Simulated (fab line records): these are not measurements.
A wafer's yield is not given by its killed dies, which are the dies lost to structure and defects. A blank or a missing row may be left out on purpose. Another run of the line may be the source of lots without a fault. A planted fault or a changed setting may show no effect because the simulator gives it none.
fab line records | flow nand_harc | part 1 of 2: steps 1 to 27 of 42
record: lots: 5 wafers: 15 last_day: 33
route steps=1302 shown A_STAIRCASE@851 A_SGD_CUT@890
lots with no fault: from the same line, run without faults
start_h: start of the lot's first displayed wafer, in hours after the record's first day | wait_h: hours since the lot's step before | " repeats the value in the row above | L1.1+2: several wafers, shown together as one row | - value missing, or start not given | * or withheld: withheld | < > ~ a bound
route shown NAME@n: a module of which the file shows steps, and the number in the route of the first | usual: mean/standard deviation of fault-free wafers | same: alike in all rows | chamber/n: place in a boat | sites: per-site readings | _std_site: standard deviation across them | _edge_site: the outer-site mean with the inner-site mean subtracted | radius_mm: how far each site lies from the wafer's centre | mask NAME#n: copy n | behind: the most recent tool/chamber to have shaped the wafer | hold: what put the lot on hold/how long, in hours/how the hold closed | device: which transistor (n, p or np) failed to switch | end of line: the route-end tests of the same wafers | a step given without rows: its recipe and nothing more | killed: dies lost to structure and defects at the first sort, not the wafer's yield | map: the dies of a wafer, with x for killed, . for not killed, _ for no die there
set.NAME: the setting as run; set.NAME@STEP: as run at that earlier step | model.NAME: the simulator's own value behind a step, which no gauge read
lots at some steps of the route; a table a step, a row a wafer
services: when a tool's chamber went out of use (start_h, in hours from the record's first day, below 0 if earlier), for how many hours, and the reason
== steps ==
step: NHARC_A_STAIRCASE_ANNEAL_320
recipe: temp_c: 750 time_s: 1800
usual: spike_tc_top_C: 763.1/0.96
columns lot.wafer tool chamber start_h wait_h spike_tc_top_C
L075.1 furnace-06 0 415.09 - 762.2
L075.3 " 0 " " 762.8
L075.6 " 0 " " 762.4
L080.1 furnace-05 0 472.36 - 762.9
L080.2 " 0 " " 762.1
L080.4 " 0 " " 763.8
L088.1 furnace-05 0 555.23 - 763.3
L088.3 " 0 " " 763.4
L088.6 " 0 " " 761.1
L095.3 furnace-06 0 613.19 - 763.0
L095.5 " 0 " " 764.8
L095.6 " 0 " " 762.5
L096.2 furnace-06 0 624.24 - 762.6
L096.4 " 0 " " 762.2
L096.5 " 0 " " 764.3
step: NHARC_A_STAIRCASE_DEP_322
recipe: target_thk_a: 72000 temp_c: 400 target_thk_nm: 7200 teos_flow_sccm: 200 rf_w: 500 material: SiO2
usual: heater_power_w: 674/110
columns lot.wafer tool chamber start_h wait_h heater_power_w
L075.1 pecvd-04 1 418.51 0.1 634
L075.3 " 0 " " 600
L075.6 " 2 " " 493
L080.1 pecvd-02 2 475.77 0.1 704
L080.2 " 1 " " 668
L080.4 " 1 " " 559
L088.1 pecvd-02 1 558.63 0.1 638
L088.3 " 0 " " 768
L088.6 " 1 " " 557
L095.3 pecvd-03 1 616.75 0.3 801
L095.5 " 2 " " 657
L095.6 " 0 " " 795
L096.2 pecvd-03 0 627.65 0.1 872
L096.4 " 0 " " 824
L096.5 " 1 " " 706
step: NHARC_A_STAIRCASE_ANNEAL_323
recipe: temp_c: 750 time_s: 1800
usual: spike_tc_top_C: 762.5/1.4
columns lot.wafer tool chamber start_h wait_h spike_tc_top_C
L075.1 furnace-05 0 423.58 - 762.5
L075.3 " 0 " " 764.0
L075.6 " 0 " " 764.4
L080.1 furnace-02 0 481.27 - 759.9
L080.2 " 0 " " 761.4
L080.4 " 0 " " 761.4
L088.1 furnace-06 0 563.48 - 763.9
L088.3 " 0 " " 763.2
L088.6 " 0 " " 762.6
L095.3 furnace-06 0 621.01 - 763.2
L095.5 " 0 " " 763.6
L095.6 " 0 " " 760.1
L096.2 furnace-02 0 634.57 - 761.7
L096.4 " 0 " " 761.0
L096.5 " 0 " " 761.7
step: NHARC_A_STAIRCASE_DEP_325
recipe: target_thk_a: 72000 temp_c: 400 target_thk_nm: 7200 teos_flow_sccm: 200 rf_w: 500 material: SiO2
usual: heater_power_w: 665/110
columns lot.wafer tool chamber start_h wait_h heater_power_w
L075.1 pecvd-02 2 427.07 0.2 773
L075.3 " 2 " " 635
L075.6 " 2 " " 633
L080.2 pecvd-03 2 484.71 0.1 767
L080.1 " 0 " " 968
L080.4 " 0 " " 793
L088.3 pecvd-02 1 566.86 0.1 616
L088.1 " 0 " " 651
L088.6 " 1 " " 553
L095.3 pecvd-03 1 624.48 0.2 823
L095.6 " 1 " " 683
L095.5 " 2 " " 662
L096.2 pecvd-02 1 638.63 0.7 631
L096.5 " 0 " " 614
L096.4 " 1 " " 540
step: NHARC_A_STAIRCASE_ANNEAL_326
recipe: temp_c: 750 time_s: 1800
usual: spike_tc_top_C: 762.8/1.3
columns lot.wafer tool chamber start_h wait_h spike_tc_top_C
L075.1 furnace-05 0 430.69 3.5 764.4
L075.3 " 0 " " 763.9
L075.6 " 0 " " 764.0
L080.1 furnace-06 0 492.07 - 762.4
L080.2 " 0 " " 761.3
L080.4 " 0 " " 763.2
L088.1 furnace-05 0 573.63 - 764.1
L088.3 " 0 " " 763.0
L088.6 " 0 " " 763.0
L095.3 furnace-05 0 630.10 - 763.9
L095.5 " 0 " " 761.8
L095.6 " 0 " " 761.0
L096.2 furnace-06 0 645.13 - 762.3
L096.4 " 0 " " 762.2
L096.5 " 0 " " 764.9
step: NHARC_A_STAIRCASE_DEHYDRATE_433
recipe: temp_c: 150 time_s: 120
columns lot.wafer tool chamber start_h wait_h
L075.1+3+6 litho_track-07 0 434.07 0.1
L080.1+2+4 litho_track-07 0 495.49 0.1
L088.1+3+6 litho_track-07 0 577.00 0.1
L095.3+5+6 litho_track-03 0 633.45 0.1
L096.2+4+5 litho_track-05 0 648.50 0.1
step: NHARC_A_STAIRCASE_HMDS_434
recipe: time_s: 30
columns lot.wafer tool chamber start_h wait_h
L075.1+3+6 litho_track-07 0 - -
L080.1+2+4 litho_track-07 0 - -
L088.1+3+6 litho_track-07 0 - -
L095.3+5+6 litho_track-03 0 - -
L096.2+4+5 litho_track-05 0 - -
step: NHARC_A_STAIRCASE_COAT_435
recipe: spin_rpm: 1200
columns lot.wafer tool chamber start_h wait_h
L075.1+3+6 litho_track-07 0 - -
L080.1+2+4 litho_track-07 0 - -
L088.1+3+6 litho_track-07 0 - -
L095.3+5+6 litho_track-03 0 - -
L096.2+4+5 litho_track-05 0 - -
step: NHARC_A_STAIRCASE_SOFTBAKE_436
recipe: temp_c: 135 time_s: 170
columns lot.wafer tool chamber start_h wait_h
L075.1+3+6 litho_track-07 0 - -
L080.1+2+4 litho_track-07 0 - -
L088.1+3+6 litho_track-07 0 - -
L095.3+5+6 litho_track-03 0 - -
L096.2+4+5 litho_track-05 0 - -
step: NHARC_A_STAIRCASE_EBR_437
columns lot.wafer tool chamber start_h wait_h
L075.1+3+6 litho_track-07 0 - -
L080.1+2+4 litho_track-07 0 - -
L088.1+3+6 litho_track-07 0 - -
L095.3+5+6 litho_track-03 0 - -
L096.2+4+5 litho_track-05 0 - -
step: NHARC_A_STAIRCASE_EXPOSE_438
recipe: na: 0.5 dose_mj: 28.97 mask_id: STAIR_REV
usual: stage_vel_mm_s: 499.97/0.23
columns lot.wafer tool chamber start_h wait_h mask stage_vel_mm_s
L075.1 krf_scanner-04 0 434.56 - STAIR_REV#0 499.89
L075.3 " 0 " " STAIR_REV#0 500.11
L075.6 " 0 " " STAIR_REV#0 500.08
L080.1 krf_scanner-03 0 495.86 - STAIR_REV#0 500.10
L080.2 " 0 " " STAIR_REV#0 499.89
L080.4 " 0 " " STAIR_REV#0 500.00
L088.1 krf_scanner-01 0 577.37 - STAIR_REV#0 499.55
L088.3 " 0 " " STAIR_REV#0 500.22
L088.6 " 0 " " STAIR_REV#0 499.80
L095.3 krf_scanner-04 0 633.79 - STAIR_REV#0 500.22
L095.5 " 0 " " STAIR_REV#0 500.24
L095.6 " 0 " " STAIR_REV#0 499.94
L096.2 krf_scanner-01 0 648.71 - STAIR_REV#0 500.36
L096.4 " 0 " " STAIR_REV#0 500.14
L096.5 " 0 " " STAIR_REV#0 499.69
step: NHARC_A_STAIRCASE_PEB_439
recipe: peb_temp_c: 115 peb_time_s: 130
columns lot.wafer tool chamber start_h wait_h
L075.1+3+6 litho_track-03 0 434.63 0.1
L080.1+2+4 litho_track-07 0 495.93 0.1
L088.1+3+6 litho_track-05 0 577.43 0.1
L095.3+5+6 litho_track-03 0 633.84 0.1
L096.2+4+5 litho_track-03 0 648.77 0.1
step: NHARC_A_STAIRCASE_DEVELOP_440
recipe: time_s: 140
columns lot.wafer tool chamber start_h wait_h
L075.1+3+6 litho_track-03 0 - -
L080.1+2+4 litho_track-07 0 - -
L088.1+3+6 litho_track-05 0 - -
L095.3+5+6 litho_track-03 0 - -
L096.2+4+5 litho_track-03 0 - -
step: NHARC_A_STAIRCASE_HARDBAKE_442
recipe: temp_c: 120 time_s: 140
columns lot.wafer tool chamber start_h wait_h
L075.1+3+6 litho_track-03 0 434.84 -
L080.1+2+4 litho_track-07 0 496.14 -
L088.1+3+6 litho_track-05 0 577.65 -
L095.3+5+6 litho_track-05 0 634.07 -
L096.2+4+5 litho_track-05 0 648.99 -
step: NHARC_A_STAIRCASE_DESCUM_443
recipe: time_s: 3 o2_flow_sccm: 200 ar_flow_sccm: 0 bias_power_w: 0 chemistry: O2
usual: drypump_motor_current_A: 5.7/0.39 oes_product_au: 1.001/0.0082 rf_vpp_V: 57.6/0.83 showerhead_plenum_p_Torr: 1.86/0.061 throttle_valve_pct: 11.311/0.0093
columns lot.wafer tool chamber start_h wait_h drypump_motor_current_A oes_product_au rf_hours_counter_h rf_vpp_V showerhead_plenum_p_Torr throttle_valve_pct
L075.1 rie_diel-01 2 434.94 - 5.9 0.989 13 57.7 1.80 11.326
L075.3 " 0 " " 5.7 0.997 14 57.6 1.87 11.310
L075.6 " 2 " " 5.9 0.991 - 57.4 1.80 11.325
L080.2 rie_diel-01 2 496.24 - 5.9 1.000 30 57.3 1.80 11.309
L080.1 " 0 " " 5.7 1.001 35 56.7 1.87 11.316
L080.4 " 1 " " 4.8 1.000 32 57.4 1.95 11.305
L088.1 rie_diel-01 2 577.75 - 5.9 1.013 4 58.3 1.79 11.315
L088.3 " 3 " " 5.3 0.991 2 57.4 1.79 11.314
L088.6 " 1 " " 4.8 1.011 - 57.9 1.94 11.307
L095.3 rie_diel-01 3 634.16 - 5.2 1.000 24 56.8 1.79 11.318
L095.5 " 2 " " 5.9 1.003 - 58.3 1.78 11.317
L095.6 " 3 " " 5.3 1.000 - 56.5 1.79 11.307
L096.2 rie_diel-01 0 649.08 - 5.7 1.014 32 56.9 1.85 11.307
L096.4 " 3 " " 5.3 0.993 28 55.9 1.79 11.299
L096.5 " 1 " " 4.8 1.000 - 57.8 1.93 11.322
step: NHARC_A_STAIRCASE_ETCH_444
recipe: target_depth_a: 2.04e+05 time_s: 6800 c4f8_flow_sccm: 20 o2_flow_sccm: 10 ar_flow_sccm: withheld rf_w: 600 bias_w: 1000 chemistry: C4F8/O2
usual: oes_product_au: 0.936/0.018 rf_vpp_V: 804/3.6
columns lot.wafer tool chamber start_h wait_h oes_product_au rf_hours_counter_h rf_vpp_V
L075.3 rie_diel-01 1 435.50 0.5 0.982 13 810
L075.1 " 3 " " 0.973 16 801
L075.6 " 0 " " 0.973 - 806
L080.4 rie_diel-01 1 496.32 0.1 0.920 33 808
L080.1 " 2 " " 0.921 31 800
L080.2 " 0 " " 0.915 36 804
L088.3 rie_diel-01 2 578.29 0.5 0.963 5 800
L088.1 " 0 " " 0.985 4 803
L088.6 " 2 " " 0.963 - 799
L095.3 rie_diel-01 2 635.21 1.0 0.924 27 799
L095.6 " 0 " " 0.924 - 803
L095.5 " 1 " " 0.927 - 807
L096.4 rie_diel-01 0 649.16 0.1 0.924 33 803
L096.2 " 3 650.60 1.5 0.926 29 800
L096.5 " 0 " " 0.932 - 805
step: NHARC_A_STAIRCASE_STRIP_446
recipe: power_w: 1500 temp_c: 250 chemistry: O2
usual: drypump_motor_current_A: 6.0/0.42 heater_power_w: 309/28 rf_refl_power_W: 17.5/2.5
columns lot.wafer tool chamber start_h wait_h drypump_motor_current_A heater_power_w rf_hours_counter_h rf_refl_power_W
L075.1 plasma_asher-01 1 439.42 0.0 5.5 272 21 14.6
L075.3 " 0 " " 5.7 309 - 16.2
L075.6 " 1 " " 5.5 269 - 14.3
L080.2 plasma_asher-02 1 500.74 0.0 6.4 308 12 17.6
L080.1 " 0 " " 6.5 350 12 21.4
L080.4 " 0 " " 6.4 341 - 20.2
L088.1 plasma_asher-02 1 582.17 0.0 6.4 316 32 17.9
L088.3 " 1 " " 6.4 314 - 18.0
L088.6 " 0 " " 6.5 342 - 21.4
L095.3 plasma_asher-01 1 638.79 0.1 5.5 262 - 14.8
L095.6 " 1 " " 5.5 266 - 14.7
L095.5 " 0 " " 5.7 318 - 16.2
L096.2 plasma_asher-02 0 653.57 0.0 6.4 319 11 22.2
L096.4 " 1 " " 6.4 324 - 17.6
L096.5 " 0 " " 6.4 315 - 22.2
step: NHARC_A_STAIRCASE_STRIP_447
recipe: time_s: 900 temp_c: 130 chemistry: SPM
columns lot.wafer tool chamber start_h wait_h
L075.1+3+6 wet_bench-06 1,3,4 439.77 0.3
L080.4+2+1 wet_bench-06 7,1,3 501.10 0.2
L088.6+3+1 wet_bench-05 3,6,0 582.51 0.1
L095.3+5+6 wet_bench-06 4,7,0 639.05 0.2
L096.4+2+5 wet_bench-05 1,2,4 653.93 0.2
step: NHARC_A_STAIRCASE_PRECLEAN_448
recipe: time_s: * temp_c: 50 bath_age_min: 0 chemistry: SC1
columns lot.wafer tool chamber start_h wait_h
L075.1+3+6 wet_bench-06 1,3,4 - -
L080.4+2+1 wet_bench-06 7,1,3 - -
L088.6+3+1 wet_bench-05 3,6,0 - -
L095.3+5+6 wet_bench-06 4,7,0 - -
L096.4+2+5 wet_bench-05 1,2,4 - -
step: NHARC_A_STAIRCASE_SRD_449
columns lot.wafer tool chamber start_h wait_h
L075.1+3+6 wet_bench-06 1,3,4 - -
L080.4+2+1 wet_bench-06 7,1,3 - -
L088.6+3+1 wet_bench-05 3,6,0 - -
L095.3+5+6 wet_bench-06 4,7,0 - -
L096.4+2+5 wet_bench-05 1,2,4 - -
step: NHARC_A_STAIRCASE_CMP_450
recipe: target_thk_nm: 200 material: SiO2
usual: edge_zone_pressure_frac: 1.000/0.0048 motor_current_A: 12.0/1.4 slurry_filter_dp_kPa: 13.50/0.15
columns lot.wafer tool chamber start_h wait_h edge_zone_pressure_frac motor_current_A slurry_filter_dp_kPa
L075.3 cmp-01 2 440.24 - 1.006 11.5 13.43
L075.1 " 3 " " 0.995 10.8 13.49
L075.6 " 1 " " 0.996 10.6 13.67
L080.1 cmp-02 1 501.56 - 0.994 11.4 13.45
L080.2 " 2 " " 1.009 10.4 13.49
L080.4 " 3 " " 1.000 13.3 13.69
L088.3 cmp-04 2 582.99 - 0.994 14.7 13.53
L088.1 " 0 " " 1.008 13.3 13.38
L088.6 " 1 " " 0.998 12.8 13.54
L095.3 cmp-04 3 639.52 - 1.002 12.2 13.23
L095.5 " 1 " " 1.000 12.4 13.50
L095.6 " 2 " " 0.998 14.6 13.42
L096.4 cmp-04 1 654.38 - 0.995 13.1 13.53
L096.2 " 3 " " 0.996 12.4 13.69
L096.5 " 2 " " 1.001 14.2 13.39
step: NHARC_A_STAIRCASE_CMP_152
usual: edge_zone_pressure_frac: 1.000/0.0046 motor_current_A: 12.1/1.5 slurry_filter_dp_kPa: 13.51/0.14
columns lot.wafer tool chamber start_h wait_h edge_zone_pressure_frac motor_current_A slurry_filter_dp_kPa
L075.3 cmp-01 2 440.31 0.1 1.000 12.3 13.50
L075.1 " 3 " " 0.997 10.4 13.40
L075.6 " 1 " " 1.008 10.8 13.55
L080.1 cmp-02 1 501.63 0.1 0.995 12.9 13.53
L080.2 " 2 " " 0.995 10.6 13.28
L080.4 " 3 " " 0.997 14.2 13.67
L088.3 cmp-04 2 583.06 0.1 0.996 14.8 13.64
L088.1 " 0 " " 1.002 12.8 13.84
L088.6 " 1 " " 0.989 13.5 13.22
L095.3 cmp-04 3 639.60 0.1 0.999 11.7 13.63
L095.5 " 1 " " 1.002 11.6 13.70
L095.6 " 2 " " 1.006 14.7 13.64
L096.4 cmp-04 1 654.45 0.1 0.999 13.5 13.14
L096.2 " 3 " " 1.005 11.8 13.38
L096.5 " 2 " " 1.008 14.2 13.39
step: NHARC_A_STAIRCASE_SRD_154
columns lot.wafer tool chamber start_h wait_h
L075.1+6+3 wet_bench-06 3,4,5 440.58 0.0
L080.2+4+1 wet_bench-05 3,5,6 501.91 0.0
L088.3+1+6 wet_bench-01 4,5,6 583.33 0.0
L095.3+6+5 wet_bench-01 1,2,4 639.86 0.0
L096.5+2+4 wet_bench-05 6,7,0 654.74 0.0
step: NHARC_A_STAIRCASE_ETCH_403
recipe: target_depth_a: 1082 chemistry: dHF material: SiO2
columns lot.wafer tool chamber start_h wait_h
L075.1+6+3 wet_bench-06 3,4,5 440.61 0.0
L080.2+4+1 wet_bench-05 3,5,6 501.94 0.0
L088.3+1+6 wet_bench-01 4,5,6 583.38 0.0
L095.3+6+5 wet_bench-01 1,2,4 639.89 0.0
L096.5+2+4 wet_bench-05 6,7,0 654.77 0.0
step: NHARC_A_STAIRCASE_ETCHBACK_422
recipe: target_depth_a: 400 over_etch_frac: 0.3 time_s: 74.286 ion_energy_ev: 120 ch3f_flow_sccm: 50 o2_flow_sccm: 30 ar_flow_sccm: 200 rf_w: 500 bias_w: 100 chemistry: CH3F/O2
usual: drypump_motor_current_A: 5.7/0.38 oes_product_au: 0.95/0.035 rf_vpp_V: 243.5/1.3 showerhead_plenum_p_Torr: 2.40/0.072 throttle_valve_pct: 20.664/0.0092
columns lot.wafer tool chamber start_h wait_h drypump_motor_current_A oes_product_au rf_hours_counter_h rf_vpp_V showerhead_plenum_p_Torr throttle_valve_pct
L075.3 rie_diel-01 0 440.76 0.1 5.7 0.93 18 244.3 2.41 20.666
L075.1 " 1 " " 4.8 0.93 16 244.8 2.51 20.661
L075.6 " 1 " " 4.8 0.93 - 244.9 2.51 20.648
L080.4 rie_diel-01 2 502.08 0.1 5.9 0.98 34 242.7 2.31 20.670
L080.1 " 0 " " 5.7 0.97 37 244.6 2.40 20.665
L080.2 " 1 " " 4.8 0.97 36 244.0 2.50 20.660
L088.1 rie_diel-06 2 583.56 0.2 5.0 0.93 28 244.0 2.45 20.666
L088.3 " 0 " " 5.7 0.93 29 244.8 2.39 20.659
L088.6 " 2 " " 5.0 0.92 - 244.6 2.45 20.650
L095.3 rie_diel-01 2 640.04 0.2 5.9 0.98 28 240.6 2.29 20.673
L095.6 " 1 " " 4.8 0.98 - 244.5 2.48 20.647
L095.5 " 2 " " 5.9 0.97 - 242.4 2.29 20.667
L096.4 rie_diel-06 0 654.92 0.1 5.7 0.92 51 244.8 2.39 20.665
L096.2 " 1 " " 5.8 0.93 52 245.7 2.49 20.664
L096.5 " 0 " " 5.7 0.92 - 242.7 2.39 20.657
step: NHARC_A_STAIRCASE_ETCH_423
recipe: target_depth_a: 300 chemistry: dHF material: SiO2
columns lot.wafer tool chamber start_h wait_h
L075.3+6+1 wet_bench-01 1,2,4 440.93 0.2
L080.1+4+2 wet_bench-05 1,4,6 502.24 0.1
L088.3+1+6 wet_bench-06 2,3,7 583.72 0.1
L095.6+5+3 wet_bench-01 6,1,2 640.19 0.1
L096.2+5+4 wet_bench-01 1,3,5 655.07 0.1
step: NHARC_A_STAIRCASE_ETCHBACK_157
recipe: target_depth_a: 900 over_etch_frac: 0.3 time_s: 167.14 ion_energy_ev: 120 ch3f_flow_sccm: 50 o2_flow_sccm: 30 ar_flow_sccm: 200 rf_w: 500 bias_w: 100 chemistry: CH3F/O2
usual: drypump_motor_current_A: 5.6/0.39 oes_product_au: 0.97/0.032 rf_vpp_V: 243.6/1.3 showerhead_plenum_p_Torr: 2.40/0.073 throttle_valve_pct: 20.665/0.0084
columns lot.wafer tool chamber start_h wait_h drypump_motor_current_A oes_product_au rf_hours_counter_h rf_vpp_V showerhead_plenum_p_Torr throttle_valve_pct
L075.3 rie_diel-01 3 441.11 0.2 5.3 0.94 17 241.9 2.32 20.672
L075.1 " 0 " " 5.7 0.94 18 243.7 2.41 20.663
L075.6 " 0 " " 5.7 0.95 - 244.5 2.41 20.665
L080.2 rie_diel-01 3 502.51 0.2 5.2 0.99 36 243.4 2.32 20.664
L080.1 " 0 " " 5.7 0.99 37 243.2 2.40 20.661
L080.4 " 1 " " 4.8 1.00 36 244.7 2.50 20.659
L088.3 rie_diel-09 2 583.95 0.2 5.8 0.92 27 243.4 2.44 20.663
L088.1 " 3 " " 5.8 0.92 30 245.4 2.49 20.677
L088.6 " 1 " " 6.2 0.93 - 243.1 2.33 20.677
L095.3 rie_diel-09 3 640.40 0.2 5.8 0.99 49 244.2 2.48 20.661
L095.5 " 2 " " 5.8 1.00 - 245.1 2.44 20.662
L095.6 " 3 " " 5.8 0.99 - 244.9 2.48 20.666
L096.2 rie_diel-06 0 655.36 0.3 5.8 0.98 51 243.1 2.39 20.669
L096.4 " 2 " " 5.0 0.95 47 245.0 2.44 20.675
L096.5 " 3 " " 5.9 0.98 - 242.1 2.33 20.672
